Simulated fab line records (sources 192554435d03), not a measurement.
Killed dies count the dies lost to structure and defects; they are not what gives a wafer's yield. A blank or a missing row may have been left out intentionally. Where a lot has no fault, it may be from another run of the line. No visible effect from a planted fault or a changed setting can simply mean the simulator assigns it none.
Split-lot study    flow n5_finfet    7 lots, 39 wafers read, on a route of 1938 steps

## THE SPLIT
At N5_ZERO_LAYER_PECVD_02 (deposits SiO2 from SiH4/N2O, target thk 10 nm, time 6 s), the setting target_thk_a was moved away from the recipe's 100 angstrom on 15 of the 39 wafers read, by -15.9% to +13.6%. This setting was run at the recipe's value on the other wafers.

The reading comes from the split's own step.

## THE READING
SiO2_of_ZERO_LAYER_PECVD_02.thk_nm (the simulator's own value, which no gauge read), in nm, at N5_ZERO_LAYER_PECVD_02 (deposits SiO2 from SiH4/N2O, target thk 10 nm, time 6 s). The file does not state a usual value for it. Average 9.977 nm, standard deviation 0.11 nm, over the 24 wafers here run with the recipe.

wafer   tool, chamber at the split  target_thk_a as run, angstrom  against the recipe  SiO2_of_ZERO_LAYER_PECVD_02.thk_nm, nm  against lot-mates on the recipe
L074.1  pecvd-03, 0                 89.95                          -10.0%              8.854                                   -1.033
L074.2  pecvd-03, 2                 89.95                          -10.0%              8.914                                   -0.973
L074.3  pecvd-03, 1                 100                            recipe              9.893                                   -
L074.4  pecvd-03, 0                 100                            recipe              9.89                                    -
L074.5  pecvd-03, 1                 100                            recipe              9.879                                   -
L074.6  pecvd-03, 2                 89.95                          -10.0%              9.094                                   -0.793
L076.1  pecvd-04, 1                 100                            recipe              9.934                                   -
L076.2  pecvd-04, 2                 100                            recipe              9.995                                   -
L076.3  pecvd-04, 0                 100                            recipe              9.886                                   -
L076.4  pecvd-04, 1                 100                            recipe              9.894                                   -
L076.5  pecvd-04, 0                 100                            recipe              10.05                                   -
L076.6  pecvd-04, 2                 100                            recipe              10.2                                    -
L090.1  pecvd-03, 1                 100                            recipe              9.946                                   -
L090.2  pecvd-03, 0                 84.12                          -15.9%              8.384                                   -1.725
L090.3  pecvd-03, 2                 100                            recipe              10.22                                   -
L090.4  pecvd-03, 1                 100                            recipe              10.16                                   -
L090.5  pecvd-03, 0                 84.12                          -15.9%              8.488                                   -1.621
L090.6  pecvd-03, 2                 84.12                          -15.9%              8.638                                   -1.471
L091.1  pecvd-01, 1                 100                            recipe              9.88                                    -
L091.2  pecvd-01, 0                 100                            recipe              9.952                                   -
L091.3  pecvd-01, 2                 110.7                          +10.7%              10.77                                   +0.816
L091.4  pecvd-01, 2                 100                            recipe              10.03                                   -
L091.5  pecvd-01, 0                 110.7                          +10.7%              11.21                                   +1.256
L091.6  pecvd-01, 1                 110.7                          +10.7%              11.12                                   +1.166
L092.1  pecvd-03, 0                 100                            recipe              9.825                                   -
L092.2  pecvd-03, 1                 100                            recipe              9.997                                   -
L092.3  pecvd-03, 2                 105.7                          +5.7%               10.47                                   +0.526
L092.4  pecvd-03, 2                 100                            recipe              10.01                                   -
L092.5  pecvd-03, 0                 105.7                          +5.7%               10.52                                   +0.576
L092.6  pecvd-03, 1                 105.7                          +5.7%               10.61                                   +0.666
L093.1  pecvd-04, 0                 113.6                          +13.6%              11.06                                   +1.160
L093.2  pecvd-04, 1                 113.6                          +13.6%              11.16                                   +1.260
L093.3  pecvd-04, 2                 100                            recipe              9.84                                    -
L093.4  pecvd-04, 0                 113.6                          +13.6%              11.26                                   +1.360
L093.5  pecvd-04, 2                 100                            recipe              9.933                                   -
L093.6  pecvd-04, 1                 100                            recipe              9.926                                   -
L095.2  pecvd-01, 2                 100                            recipe              9.964                                   -
L095.5  pecvd-01, 2                 100                            recipe              10.01                                   -
L095.6  pecvd-01, 0                 100                            recipe              10.14                                   -

THE FIT
A straight line over all 39 wafers: SiO2_of_ZERO_LAYER_PECVD_02.thk_nm changes by +0.0938 nm for each +1% of target_thk_a; r = +0.99; the points scatter about the line by 0.12 nm.
The same after taking each lot's own level away (the mean of its wafers on the recipe; 39 wafers): +0.0977 nm for each +1%; r = +0.99; scatter 0.1 nm.
That fit puts the effect of the largest move of target_thk_a on the reading at 1.6 nm.
From 9.8873 to 10.1087 nm: that is the span of the lots' own levels, equal to 2.1 times the standard deviation above.
Hence the lot-to-lot level has little effect on the slope; both slopes agree.
Check: with one of the wafers moved furthest among these (-15.9%) left out of the fit, the line predicts -1.52 nm for it against its lot-mates. It came out at -1.72 nm against them.

## FILE'S OWN FIT
SiO2_of_ZERO_LAYER_PECVD_02.thk_nm changes by +0.0977 nm for each +1% of target_thk_a, r = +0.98.
